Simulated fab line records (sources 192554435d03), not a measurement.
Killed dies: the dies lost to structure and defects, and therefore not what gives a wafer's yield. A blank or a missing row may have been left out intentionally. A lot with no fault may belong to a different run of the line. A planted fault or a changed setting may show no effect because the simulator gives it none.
Split-lot trial | flow n5Finfet | 39 wafers read from 7 lots, route of 1938 steps

THE SPLIT ITSELF
At N5_SD_EPI_P_EPI_21 (deposits SiGe:B, time 355 s), the setting timeS was moved away from the recipe's 355 s on 18 of the 39 wafers read, by -55.1% to +36.6%. All remaining wafers had this setting at the recipe value.

The reading is taken at the split's own step.

THE READING
SiGe-B_of_SD_EPI_P_EPI_21.thkNm (the simulator's own value, which no gauge read), in nm, at N5_SD_EPI_P_EPI_21 (deposits SiGe:B, time 355 s). There is no usual value for it anywhere in the file. Average 61.1 nm, standard deviation 0.52 nm, over the 21 wafers here run with the recipe.

wafer  | tool, chamber at the split | timeS as run, s | against the recipe | SiGe-B_of_SD_EPI_P_EPI_21.thkNm, nm | against lot-mates on the recipe
L076.3 | epiRpcvd-04, 0             | 355             | recipe             | 60.4                                | -
L076.4 | epiRpcvd-04, 0             | 355             | recipe             | 61                                  | -
L076.5 | epiRpcvd-04, 0             | 355             | recipe             | 59.6                                | -
L080.1 | epiRpcvd-04, 0             | 355             | recipe             | 61.4                                | -
L080.2 | epiRpcvd-04, 0             | 355             | recipe             | 61.4                                | -
L080.3 | epiRpcvd-04, 0             | 355             | recipe             | 61.6                                | -
L080.4 | epiRpcvd-04, 0             | 299.9           | -15.5%             | 55.2                                | -6.3
L080.5 | epiRpcvd-04, 0             | 299.9           | -15.5%             | 55.4                                | -6.1
L080.6 | epiRpcvd-04, 0             | 299.9           | -15.5%             | 55                                  | -6.5
L081.1 | epiRpcvd-02, 0             | 355             | recipe             | 61                                  | -
L081.2 | epiRpcvd-02, 0             | 484.8           | +36.6%             | 75.6                                | +14.1
L081.3 | epiRpcvd-02, 0             | 355             | recipe             | 61.6                                | -
L081.4 | epiRpcvd-02, 0             | 355             | recipe             | 62                                  | -
L081.5 | epiRpcvd-02, 0             | 484.8           | +36.6%             | 77                                  | +15.5
L081.6 | epiRpcvd-02, 0             | 484.8           | +36.6%             | 76                                  | +14.5
L089.1 | epiRpcvd-03, 0             | 441.3           | +24.3%             | 71.2                                | +10.2
L089.2 | epiRpcvd-03, 0             | 355             | recipe             | 60.8                                | -
L089.3 | epiRpcvd-03, 0             | 441.3           | +24.3%             | 70.2                                | +9.2
L089.4 | epiRpcvd-03, 0             | 355             | recipe             | 61                                  | -
L089.5 | epiRpcvd-03, 0             | 441.3           | +24.3%             | 69.4                                | +8.4
L089.6 | epiRpcvd-03, 0             | 355             | recipe             | 61.2                                | -
L091.1 | epiRpcvd-04, 0             | 355             | recipe             | 60.6                                | -
L091.2 | epiRpcvd-04, 0             | 447.7           | +26.1%             | 72.2                                | +11.1
L091.3 | epiRpcvd-04, 0             | 447.7           | +26.1%             | 71.6                                | +10.5
L091.5 | epiRpcvd-04, 0             | 447.7           | +26.1%             | 71.6                                | +10.5
L091.4 | epiRpcvd-04, 0             | 355             | recipe             | 61.8                                | -
L091.6 | epiRpcvd-04, 0             | 355             | recipe             | 61                                  | -
L094.1 | epiRpcvd-03, 0             | 355             | recipe             | 61.2                                | -
L094.2 | epiRpcvd-03, 0             | 164.1           | -53.8%             | 30.8                                | -30.1
L094.3 | epiRpcvd-03, 0             | 164.1           | -53.8%             | 30.8                                | -30.1
L094.4 | epiRpcvd-03, 0             | 164.1           | -53.8%             | 30.6                                | -30.3
L094.5 | epiRpcvd-03, 0             | 355             | recipe             | 60.8                                | -
L094.6 | epiRpcvd-03, 0             | 355             | recipe             | 60.6                                | -
L095.1 | epiRpcvd-03, 0             | 355             | recipe             | 61.6                                | -
L095.2 | epiRpcvd-03, 0             | 355             | recipe             | 61                                  | -
L095.3 | epiRpcvd-03, 0             | 355             | recipe             | 61                                  | -
L095.4 | epiRpcvd-03, 0             | 159.3           | -55.1%             | 29.8                                | -31.4
L095.5 | epiRpcvd-03, 0             | 159.3           | -55.1%             | 30                                  | -31.2
L095.6 | epiRpcvd-03, 0             | 159.3           | -55.1%             | 30                                  | -31.2

THE FIT
A straight line over all 39 wafers: SiGe-B_of_SD_EPI_P_EPI_21.thkNm changes by +0.508 nm for each +1% of timeS; r = +0.99; the points scatter about the line by 1.8 nm.
The same after taking each lot's own level away (the mean of its wafers on the recipe; 39 wafers): +0.506 nm for each +1%; r = +0.99; scatter 1.8 nm.
On that fit, the largest move of timeS shifts the reading by 28 nm.
The lots' own levels span 60.33 to 61.53 nm, that is 2.3 times the standard deviation above.
The two slopes are in agreement: the lot-to-lot level therefore moves the slope only a little.
Check: -28.6 nm against its lot-mates is what the line predicts for one of the wafers moved furthest among these (-55.1%) when that wafer is left out of the fit. It came out at -31.4 nm against them.

ADDITIONAL SPLITS CARRIED BY THESE WAFERS
Other splits were also applied to these wafers ahead of the reading. Each is held against what the fit with the lots' levels taken away leaves over:
other split on the same wafers | wafers away from the commonest value | r with SiGe-B_of_SD_EPI_P_EPI_21.thkNm (lot level and that fit taken away)
N5_FIN_SAQP_ETCH_65 timeS      | 12                                   | -0.21

THE WHOLE CHAIN: every reading that the file lists as answering this split, in the file's order
step                    | what it does                | reading                                                                          | change (the file's fit)              | r (the file's)
N5_SD_EPI_P_EPI_21      | deposits SiGe:B, time 355 s | SiGe-B_of_SD_EPI_P_EPI_21.thkNm (the simulator's own value, which no gauge read) | +0.51 nm for each +1% of the setting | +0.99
N5_SD_EPI_P_EPI_MEAS_23 |                             | thkNm                                                                            | withheld for each +1% of the setting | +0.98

THE FILE'S OWN FIT
SiGe-B_of_SD_EPI_P_EPI_21.thkNm changes by +0.51 nm for each +1% of timeS, r = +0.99.
